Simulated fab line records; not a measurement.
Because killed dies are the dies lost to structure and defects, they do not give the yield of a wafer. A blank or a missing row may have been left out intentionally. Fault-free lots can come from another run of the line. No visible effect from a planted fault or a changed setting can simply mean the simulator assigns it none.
Which tool did it?    flow nand-harc    6 lots, 18 wafers sampled, at 2 steps of a route of 1159

## WHAT THE GAUGES SHOWED, per wafer
NHARC_A_SLIT_CD_MEAS_21.
lot   measured      on         cd-nm (nm)
L356  day 14 20:44  cd-sem-02  290.0 290.7 290.2
L360  day 15 20:03  cd-sem-03  290.0 290.3 289.8
L362  day 16 19:05  cd-sem-03  289.8 289.4 289.1
L372  day 19 02:02  cd-sem-01  289.5 289.9 289.4
L376  day 19 14:53  cd-sem-03  288.3 288.3 288.4
L374  day 19 16:33  cd-sem-03  288.5 289.4 289.1

## WHICH TOOL RAN EACH LOT (tool, then ch and the chambers of the sampled wafers, then the start)
lot   NHARC_A_SLIT_ETCH_15
L356  rie-diel-04 ch 0,3, day 14 20:44 or earlier
L360  rie-diel-03 ch 0,1, day 15 20:03 or earlier
L362  rie-diel-09 ch 0,2,3, day 16 19:05 or earlier
L372  rie-diel-04 ch 1,2, day 19 02:02 or earlier
L376  rie-diel-09 ch 1,2,3, day 19 14:53 or earlier
L374  rie-diel-09 ch 1,2,3, day 19 16:33 or earlier
- NHARC_A_SLIT_ETCH_15: etches the open film in O2/COS, target depth 3200 nm, time 832 s.

## THE ANSWER, worked out from the rows above alone
Rule: the usual values come from the lots themselves. The widest of any qualifying gaps counts: lots, ordered by their means at a reading, are off when they make up no more than a third of the lots, leave a main group of 4 or more, and stand apart from it by 3 or more times the standard deviation of that group's means. A main group is skipped when, at the precision printed for the reading in the tables above, its means are all equal. A lot without any number at a reading at which 4 lots or more have one is off too. The other lots that the step has rows for count as sound.
No lot is off at any reading shown: from this, nothing can be told.

## WHAT THE SIMULATOR HAD PUT IN
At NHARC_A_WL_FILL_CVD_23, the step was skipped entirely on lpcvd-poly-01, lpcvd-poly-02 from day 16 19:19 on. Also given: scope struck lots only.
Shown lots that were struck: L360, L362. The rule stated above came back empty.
